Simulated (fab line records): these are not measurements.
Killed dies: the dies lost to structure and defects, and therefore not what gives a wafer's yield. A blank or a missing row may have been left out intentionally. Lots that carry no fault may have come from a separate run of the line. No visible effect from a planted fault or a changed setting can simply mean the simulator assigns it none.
Split-lot trial	flow n5Finfet	route with 1938 steps; 7 lots, 21 wafers read

SPLIT DETAILS
At N5_MIM_BOT_SPUTTER_00 (material TiN, target thk 35 nm, time 89.7 s), the setting timeS was moved away from the recipe's 89.7 s on 11 of the 21 wafers read, by -13.4% to +13.3%. For the rest of the wafers, this setting stayed at what the recipe calls for.

The reading comes from the split's own step.

THE READING
TiN_of_MIM_BOT_SPUTTER_00.thkNm (the simulator's own value, which no gauge read), in nm, at N5_MIM_BOT_SPUTTER_00 (material TiN, target thk 35 nm, time 89.7 s). No usual value for it is given in the file. Average 35.3 nm, standard deviation 0.47 nm, over the 10 wafers here run with the recipe.

wafer	tool, chamber at the split	timeS as run, s	against the recipe	TiN_of_MIM_BOT_SPUTTER_00.thkNm, nm	against lot-mates on the recipe
L079.3	pvdSputter-02, -	94.72	+5.6%	37.6	no lot-mate on the recipe
L079.4	pvdSputter-02, -	94.72	+5.6%	37.4	no lot-mate on the recipe
L079.6	pvdSputter-02, -	94.72	+5.6%	37.4	no lot-mate on the recipe
L081.1	pvdSputter-01, -	89.7	recipe	35.4	-
L081.2	pvdSputter-01, -	94.81	+5.7%	37.6	+2.2
L081.4	pvdSputter-01, -	94.81	+5.7%	37.4	+2.0
L088.1	pvdSputter-03, -	101.6	+13.3%	39.4	+4.4
L088.3	pvdSputter-03, -	101.6	+13.3%	39.6	+4.6
L088.4	pvdSputter-03, -	89.7	recipe	35	-
L091.2	pvdSputter-01, -	89.7	recipe	35.6	-
L091.5	pvdSputter-01, -	89.7	recipe	35.6	-
L091.3	pvdSputter-01, -	97.39	+8.6%	38.4	+2.8
L094.3	pvdSputter-03, -	77.67	-13.4%	30.8	-4.8
L094.4	pvdSputter-03, -	77.67	-13.4%	30.8	-4.8
L094.6	pvdSputter-03, -	89.7	recipe	35.6	-
L096.3	pvdSputter-01, -	89.7	recipe	35.8	-
L096.4	pvdSputter-01, -	89.7	recipe	35.8	-
L096.6	pvdSputter-01, -	89.7	recipe	35.4	-
L095.2	pvdSputter-02, -	89.7	recipe	34.4	-
L095.3	pvdSputter-02, -	89.7	recipe	34.6	-
L095.6	pvdSputter-02, -	96.25	+7.3%	37	+2.5

FIT RESULTS
A straight line over all 21 wafers: TiN_of_MIM_BOT_SPUTTER_00.thkNm changes by +0.332 nm for each +1% of timeS; r = +0.98; the points scatter about the line by 0.42 nm.
The same after taking each lot's own level away (the mean of its wafers on the recipe; 18 wafers): +0.349 nm for each +1%; r = +1.00; scatter 0.13 nm.
According to that fit, moving timeS by its largest amount changes the reading by 4.7 nm.
From 34.50 to 35.67 nm: that is the span of the lots' own levels, equal to 2.5 times the standard deviation above.
The two slopes agree, so the slope changes little with the lot-to-lot level.
Check: -4.66 nm against its lot-mates is what the line predicts for one of the wafers moved furthest among these (-13.4%) when that wafer is left out of the fit. Against them it came out at -4.8 nm.

THE OTHER SPLITS THESE WAFERS WENT THROUGH
Before the reading, these wafers also passed through other splits. Each is held against what the fit with the lots' levels taken away leaves over:
other split on the same wafers	wafers away from the commonest value	r with TiN_of_MIM_BOT_SPUTTER_00.thkNm (lot level and that fit taken away)
N5_BEOL_M13_ILD_DEP_00 timeS	8	-0.07
N5_BEOL_M14_PEB_08 pebTempC	9	+0.08
N5_BEOL_M14_SPUTTER_43 powerW	9	+0.04
N5_BEOL_M14_SPUTTER_44 timeS	7	-0.21

FILE'S OWN FIT
TiN_of_MIM_BOT_SPUTTER_00.thkNm changes by +0.346 nm for each +1% of timeS, r = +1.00.
